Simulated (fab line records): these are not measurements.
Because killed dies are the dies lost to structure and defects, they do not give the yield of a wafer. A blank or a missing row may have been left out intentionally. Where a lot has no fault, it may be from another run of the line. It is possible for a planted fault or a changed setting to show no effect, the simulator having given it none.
Chamber matching	flow nand_harc	NHARC_P_CONTACT_DEP_30 on pecvd-04: 3 sister chambers
The step deposits SiNx, target thk 30 nm. 16 wafers are shown with their chamber, then 8 later ones without.

## EACH WAFER AND ITS CHAMBER
wafer	chamber	heater_power_w (W)	susceptor_temp_C (C)
L074.2	0	796	399.92
L074.5	0	801	400.26
L074.6	1	754	399.89
L076.1	0	755	400.51
L076.3	2	792	400.28
L076.5	2	801	399.95
L077.1	2	773	399.99
L077.3	2	746	400.05
L077.6	2	801	400.24
L081.2	1	625	400.06
L081.3	2	714	400.01
L081.5	2	711	400.16
L082.2	1	685	399.86
L082.5	0	749	399.86
L082.6	2	779	399.97
L085.2	2	717	399.94

SIGNATURES, as means of the wafers listed above
reading	chamber 0	chamber 1	chamber 2	scatter within a chamber
heater_power_w	775.25	688.00	759.33	41.1
susceptor_temp_C	400.1375	399.9367	400.0656	0.183
Rule: distance of a wafer from a chamber = root of the sum over the readings of ((wafer's reading minus chamber's mean) / reading's scatter) squared. If the next closest chamber is less than 2 further off than the closest, the wafer can't be placed; otherwise it belongs to the closest. How the scatter is found: for the shown wafers, subtract from each reading the mean of its chamber, square and add these, divide the total by (wafers less chambers), then take the root.

## WAFERS WITHOUT THEIR CHAMBER
wafer	heater_power_w (W)	susceptor_temp_C (C)
L085.3	668	400.24
L085.5	677	400.01
L091.1	681	400.19
L091.3	633	399.91
L091.5	646	399.86
L096.1	691	400.48
L096.4	699	400.48
L096.5	663	399.75

## WHICH CHAMBER EACH ONE RAN IN
wafer	from the rows above	in truth
L085.3	can't be placed: 1 or 2 or 0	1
L085.5	can't be placed: 1 or 2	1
L091.1	can't be placed: 1 or 2 or 0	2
L091.3	can't be placed: 1 or 2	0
L091.5	can't be placed: 1 or 2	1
L096.1	can't be placed: 0 or 2 or 1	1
L096.4	can't be placed: 0 or 2 or 1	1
L096.5	can't be placed: 1 or 2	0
Placed correctly: 0 of 8. Unplaceable from these rows: 8, with the true chamber sitting among the candidates in 6. Number placed wrongly: 0.
